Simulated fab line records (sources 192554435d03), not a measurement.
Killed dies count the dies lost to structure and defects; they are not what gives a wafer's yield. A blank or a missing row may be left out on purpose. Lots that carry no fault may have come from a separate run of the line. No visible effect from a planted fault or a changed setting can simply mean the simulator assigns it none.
What tool caused it? -- flow n5_finfet -- Sampling: 10 lots, 26 wafers, 5 of 1938 route steps

WHAT THE GAUGES READ, wafer by wafer
N5_BEOL_M4_RC_MEAS_101.
lot,measured,on,DIBL_N (mV/V),DIBL_P (mV/V),IOFF_N (nA/um),IOFF_P (nA/um),ION_N (uA/um),ION_P (uA/um),SS_N (mV/dec),SS_P (mV/dec),VT_N (mV),VT_P (mV)
L114,day 8 03:44,prober-01,35.7 35.0 37.2,34.0 33.2 35.5,0.122 0.117 0.147,0.17 0.17 0.20,655 663 672,454 458 464,71.6 71.0 71.9,73.3 72.6 74.1,256 254 252,-253.7 -252.2 -250.0
L115,day 9 00:25,prober-02,33.2 33.8 34.2,33.2 34.6 34.7,0.121 0.138 0.134,0.16 0.19 0.19,657 688 659,446 471 456,70.9 70.9 70.6,72.7 72.6 73.1,254 250 251,-255.4 -251.3 -249.5
L118,day 10 14:41,prober-01,33.6 34.9 34.4,33.4 35.3 34.1,0.115 0.136 0.120,0.17 0.18 0.16,649 664 659,449 455 452,70.6 70.9 71.2,73.0 72.0 73.2,256 253 254,-253.6 -253.6 -251.5
L121,day 10 21:23,prober-02,35.3 33.4 33.2,35.4 32.8 33.2,0.144 0.116 0.124,0.20 0.16 0.18,670 660 668,469 461 460,71.5 70.9 70.3,73.3 72.2 72.4,250 254 249,-250.0 -254.0 -250.6
L122,day 10 22:10,prober-02,31.7 35.2 35.5,32.1 36.9 36.9,0.103 0.156 0.157,0.14 0.21 0.20,658 673 679,455 461 462,70.2 71.4 71.3,72.0 73.1 73.4,257 251 249,-255.7 -253.1 -249.9
L123,day 11 00:54,prober-02,37.6 37.7,38.0 38.2,0.183 0.181,0.24 0.24,682 683,463 464,71.2 71.9,73.8 74.0,248 245,-247.8 -249.2
L129,day 12 16:12,prober-02,36.3 35.9,37.2 36.7,0.165 0.163,0.22 0.21,667 681,458 460,71.3 71.2,73.8 74.2,249 250,-248.6 -248.7
L130,day 14 03:11,prober-02,35.6 36.8,36.8 37.6,0.138 0.154,0.20 0.21,676 672,467 458,71.4 71.3,73.2 73.4,252 252,-252.4 -252.4
L132,day 13 18:06,prober-01,36.0 35.0,34.9 34.2,0.143 0.130,0.19 0.18,659 673,456 465,71.5 70.1,72.6 72.3,254 251,-249.3 -252.6
L137,day 15 05:55,prober-01,35.6 40.4 37.9,34.8 40.9 37.7,0.137 0.234 0.171,0.18 0.28 0.23,667 680 670,456 461 460,71.4 73.2 72.4,73.4 74.8 74.4,254 244 247,-254.8 -247.3 -250.3

EACH LOT AND THE TOOL THAT RAN IT (in order: tool; ch and the chambers of the sampled wafers; start)
lot,N5_BEOL_M1_ETCH_41,N5_BEOL_M1_PRE_CLEAN_45,N5_BEOL_M1_ALD_84,N5_BEOL_M1_CVD_47
L114,"rie_diel-06 ch 0,2,3, day 6 00:12 or earlier","pvd_sputter-03, day 6 00:12","ald_metal-01 ch 0,3, day 6 00:17","cvd_co-01 ch 0,1,2, day 6 00:47"
L115,"rie_diel-01 ch 1,2, day 6 15:38 or earlier","pvd_sputter-03, day 6 15:38","ald_metal-01 ch 0,2, day 6 15:42","cvd_co-02 ch 0,2, day 6 16:05"
L118,"rie_diel-02 ch 0,1,2, day 7 15:23 or earlier","pvd_sputter-03, day 7 15:23","ald_metal-02 ch 1,2,3, day 7 15:26","cvd_co-02 ch 0,2, day 7 15:48"
L121,"rie_diel-02 ch 2,3, day 8 03:29 or earlier","pvd_sputter-02, day 8 03:29","ald_metal-01 ch 0,2, day 8 03:36","cvd_co-01 ch 0,1, day 8 04:01"
L122,"rie_diel-02 ch 0,2, day 8 16:08 or earlier","pvd_sputter-01, day 8 16:08","ald_metal-01 ch 0,1,2, day 8 16:11","cvd_co-01 ch 0,2, day 8 16:28"
L123,"rie_diel-06 ch 1,3, day 8 16:19 or earlier","pvd_sputter-02, day 8 16:19","ald_metal-01 ch 0,1, day 8 16:23","cvd_co-01 ch 0,2, day 8 16:51"
L129,"rie_diel-02 ch 0,3, day 10 10:12 or earlier","pvd_sputter-01, day 10 10:12","ald_metal-01 ch 0,3, day 10 10:21","cvd_co-02 ch 0,1, day 10 10:46"
L130,"rie_diel-02 ch 1, day 10 13:44 or earlier","pvd_sputter-03, day 10 13:44","ald_metal-04 ch 0,1, day 10 13:56","cvd_co-02 ch 0,2, day 10 14:24"
L132,"rie_diel-06 ch 0,3, day 10 16:16 or earlier","pvd_sputter-01, day 10 16:16","ald_metal-04 ch 1,2, day 10 16:19","cvd_co-02 ch 1,2, day 10 16:38"
L137,"rie_diel-02 ch 0,1, day 12 03:13 or earlier","pvd_sputter-02, day 12 03:13","ald_metal-04 ch 1,2, day 12 03:17","cvd_co-01 ch 0,1,2, day 12 03:35"
- N5_BEOL_M1_ETCH_41: etches SiCN in CH3F/O2, target depth 31.9 nm, time 57.8 s.
- N5_BEOL_M1_PRE_CLEAN_45: time 30 s.
- N5_BEOL_M1_ALD_84: deposits TaN, pulse time 2 s, purge time 3 s, co reactant purge time 2 s.
- N5_BEOL_M1_CVD_47: deposits Co from CCTBA/H2, target thk 3 nm, time 223.8 s.

AS READ BY THE TOOLS THEMSELVES (means over the sampled wafers that have a number; for cases with no such wafer, the mark the record gives instead)
N5_BEOL_M1_ETCH_41.
lot,tool,O2_flow_sccm (sccm),drypump_motor_current_A (A),oes_product_au (a.u.),rf_vpp_V (V),showerhead_plenum_p_Torr (Torr),throttle_valve_pct (%)
L114,rie_diel-06,20.00,5.91,0.80,298.2,1.98,16.41
L115,rie_diel-01,20.01,5.81,0.88,297.7,2.00,16.35
L118,rie_diel-02,19.93,5.88,0.73,298.5,2.03,16.44
L121,rie_diel-02,20.09,5.70,0.71,298.5,2.07,16.63
L122,rie_diel-02,20.05,5.57,0.71,298.2,2.03,16.55
L123,rie_diel-06,19.91,5.82,0.82,297.8,2.01,16.45
L129,rie_diel-02,20.05,5.81,0.70,296.1,1.97,16.55
L130,rie_diel-02,19.93,6.31,0.72,299.1,2.08,16.36
L132,rie_diel-06,20.02,5.86,0.88,296.5,1.96,16.28
L137,rie_diel-02,20.07,6.14,0.71,298.2,2.02,16.41

N5_BEOL_M1_PRE_CLEAN_45.
lot,tool,heater_power_w (W),susceptor_temp_C (C)
L114,pvd_sputter-03,293,249.93
L115,pvd_sputter-03,309,249.90
L118,pvd_sputter-03,308,249.97
L121,pvd_sputter-02,336,249.98
L122,pvd_sputter-01,320,250.22
L123,pvd_sputter-02,308,250.21
L129,pvd_sputter-01,333,249.94
L130,pvd_sputter-03,302,250.24
L132,pvd_sputter-01,338,250.15
L137,pvd_sputter-02,328,249.99

N5_BEOL_M1_ALD_84.
lot,tool,heater_power_outer_w (W),heater_power_w (W),susceptor_temp_C (C)
L114,ald_metal-01,253,475,275.01
L115,ald_metal-01,223,432,274.94
L118,ald_metal-02,221,404,274.91
L121,ald_metal-01,227,427,275.12
L122,ald_metal-01,231,434,275.00
L123,ald_metal-01,242,448,274.94
L129,ald_metal-01,254,472,275.13
L130,ald_metal-04,230,420,274.89
L132,ald_metal-04,225,403,274.88
L137,ald_metal-04,232,419,274.91

N5_BEOL_M1_CVD_47.
lot,tool,run_length_s (s)
L114,cvd_co-01,247.1
L115,cvd_co-02,247.4
L118,cvd_co-02,247.4
L121,cvd_co-01,246.9
L122,cvd_co-01,247.2
L123,cvd_co-01,246.9
L129,cvd_co-02,349.4
L130,cvd_co-02,349.7
L132,cvd_co-02,349.5
L137,cvd_co-01,247.0

THE ANSWER, worked out from the rows above alone
Rule: usual is defined by the lots themselves. The widest of any qualifying gaps counts: lots, ordered by their means at a reading, are off when they make up no more than a third of the lots, leave a main group of 4 or more, and stand apart from it by 3 or more times the standard deviation of that group's means. The tables above print the reading to a certain number of digits; a main group whose means all agree to those digits is not used. A lot without any number at a reading at which 4 lots or more have one is off too. Where the step has rows for the other lots, those lots are counted as sound. First the gauges in route order, then the tools' own readings, where a lot's mean is used as printed above. At the first step where some lot is off, the reading lying furthest off is the one used; lots without a number count as furthest.
Off at N5_BEOL_M1_CVD_47 (run_length_s): L129, L130, L132. Mean 247.1 s and standard deviation 0.2 in the main group.
A tool fits if, at that step or a process step before it, it ran every lot that is off, and no sound lot after the first of them. N5_BEOL_M1_ETCH_41: start missing for some lots; hours and lot order therefore follow N5_BEOL_M1_PRE_CLEAN_45. One fits: N5_BEOL_M1_CVD_47 on cvd_co-02. Its last sound lot is L118 (day 7 15:48), its first lot that is off L129 (day 10 10:46): a fault that began between those two fits.
The tool's own readings at N5_BEOL_M1_CVD_47 bear it out: on the lots that are off they differ by more than 5 times the standard deviation of the sound lots' means. run_length_s reads 349.5 s there against 247.1 s on the sound lots.

WHAT THE SIMULATOR HAD PUT IN
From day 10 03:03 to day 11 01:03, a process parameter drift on cvd_co-02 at N5_BEOL_M1_CVD_47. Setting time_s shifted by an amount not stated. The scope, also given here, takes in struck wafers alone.
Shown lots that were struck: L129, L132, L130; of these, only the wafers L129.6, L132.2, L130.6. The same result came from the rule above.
